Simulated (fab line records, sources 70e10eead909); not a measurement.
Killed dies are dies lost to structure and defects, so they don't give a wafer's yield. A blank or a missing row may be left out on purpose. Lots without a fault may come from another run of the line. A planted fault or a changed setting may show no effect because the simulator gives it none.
One fault seen from 3 desks | flow nand_harc | each desk has only its own numbers; what lay behind them comes last

THE METROLOGY DESK
What the gauges read, lot by lot, whatever tool the lot ran on: means of the sampled wafers that have a number. A lot is out of limits, marked OUT, if its mean lies more than 4 standard deviations from the usual mean; the brackets give that distance.
Columns: A = cd_nm at NHARC_P_M0_CD_MEAS_09, usual 90.1 nm; B = cd_nm at NHARC_P_M1_CD_MEAS_09, usual 130.3 nm; C = overlay_x_nm at NHARC_P_M1_OVL_MEAS_10, usual 0.0 nm; D = overlay_y_nm at NHARC_P_M1_OVL_MEAS_10, usual 0.0 nm
lot  | first seen here | A    | B                | C    | D
L286 | day 6 06:08     | 89.9 | 129.3            | -0.4 | -0.6
L287 | day 6 14:22     | 89.6 | 130.2            | -0.9 | -0.2
L288 | day 6 18:40     | 89.3 | 129.4            | 1.7  | -0.9
L289 | day 7 13:02     | 89.8 | 130.6            | -2.2 | 2.3
L291 | day 8 07:56     | 89.6 | 130.7            | 0.8  | 0.5
L292 | day 8 13:16     | 91.0 | 130.6            | -0.0 | 0.0
L294 | day 9 07:11     | 89.3 | 129.8            | 0.3  | 0.3
L295 | day 10 00:47    | 89.1 | 129.6            | -0.9 | -0.6
L296 | day 10 07:50    | 90.3 | 131.0            | 0.9  | 0.1
L301 | day 12 03:17    | 90.1 | 129.9            | 0.7  | 1.4
L308 | day 15 06:27    | 89.9 | 139.4 (+11) OUT  | 0.8  | 0.2
L309 | day 15 22:37    | 89.2 | 138.4 (+9.8) OUT | 0.6  | -0.6
This desk's finding: out of limits on L308, L309; first on L308, day 15 10:54 (cd_nm at NHARC_P_M1_CD_MEAS_09). In limits: L286, L287, L288, L289, L291, L292, L294, L295, L296, L301.

THE DEFECT DESK
What the inspections along the route counted, lot by lot: means of the sampled wafers that have a number. A lot is out of limits, marked OUT, if its mean lies more than 4 standard deviations from the usual mean; the brackets give that distance.
Columns: A = raw_defect_count at NHARC_P_CONTACT_INSPECT_27, usual 313
lot  | first seen here | A
L286 | day 6 05:22     | 561
L287 | day 6 13:22     | 285
L288 | day 6 17:53     | 303
L289 | day 7 12:16     | 411
L291 | day 8 06:56     | 327
L292 | day 8 12:22     | 431
L294 | day 9 06:08     | 233
L295 | day 10 00:00    | 345
L296 | day 10 07:03    | 407
L301 | day 12 02:23    | 335
L308 | day 15 05:40    | 298
L309 | day 15 21:50    | 492
This desk's finding: nothing out of limits on any of the 12 lots.

THE TOOL OWNER'S DESK: litho_track-04
The tool's own readings at NHARC_P_M1_PEB_07 (peb time 65 s): means of the sampled wafers that have a number, for each lot that ran on this tool. A lot is out of limits, marked OUT, if its mean lies more than 4 standard deviations from the usual mean; the brackets give that distance.
Columns: A = chill_plate_temp_C at NHARC_P_M1_PEB_07, usual 23.00 C; B = heater_power_total_W at NHARC_P_M1_PEB_07, usual 156.6 W; C = plate_temp_C at NHARC_P_M1_PEB_07, usual 100.01 C
lot  | first seen here | A     | B               | C
L286 | day 6 10:17     | 22.92 | 156.4           | 100.14
L287 | day 6 18:13     | 22.93 | 156.0           | 99.88
L289 | day 7 17:07     | 22.92 | 156.3           | 100.08
L291 | day 8 11:49     | 23.07 | 156.6           | 99.90
L292 | day 8 17:07     | 23.06 | 156.5           | 100.06
L308 | day 15 10:49    | 23.08 | 162.4 (+14) OUT | 102.85 (+22) OUT
L309 | day 16 02:41    | 22.98 | 162.7 (+15) OUT | 102.76 (+21) OUT
This desk's finding: out of limits on L308, L309; first on L308, day 15 10:49 (heater_power_total_W at NHARC_P_M1_PEB_07). In limits: L286, L287, L289, L291, L292.

PUT TOGETHER
The tool owner's desk could have raised an alarm at day 15 10:49, on L308, L309.
The metrology desk could have raised an alarm at day 15 10:54, on L308, L309.
The defect desk saw nothing out of limits.
The defect desk has L308, L309 on record, within its limits.
Of the lots named, all ran NHARC_P_M1_PEB_07 on litho_track-04.

WHAT THE SIMULATOR HAD PUT IN
Process parameter drift: litho_track-04, from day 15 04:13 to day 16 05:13, at NHARC_P_M1_PEB_07. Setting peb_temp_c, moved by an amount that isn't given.
Lots struck among those shown: L308, L309.
Hours from the fault's start to each desk's first reading out of limits: the tool owner's desk, 7; the metrology desk, 7.
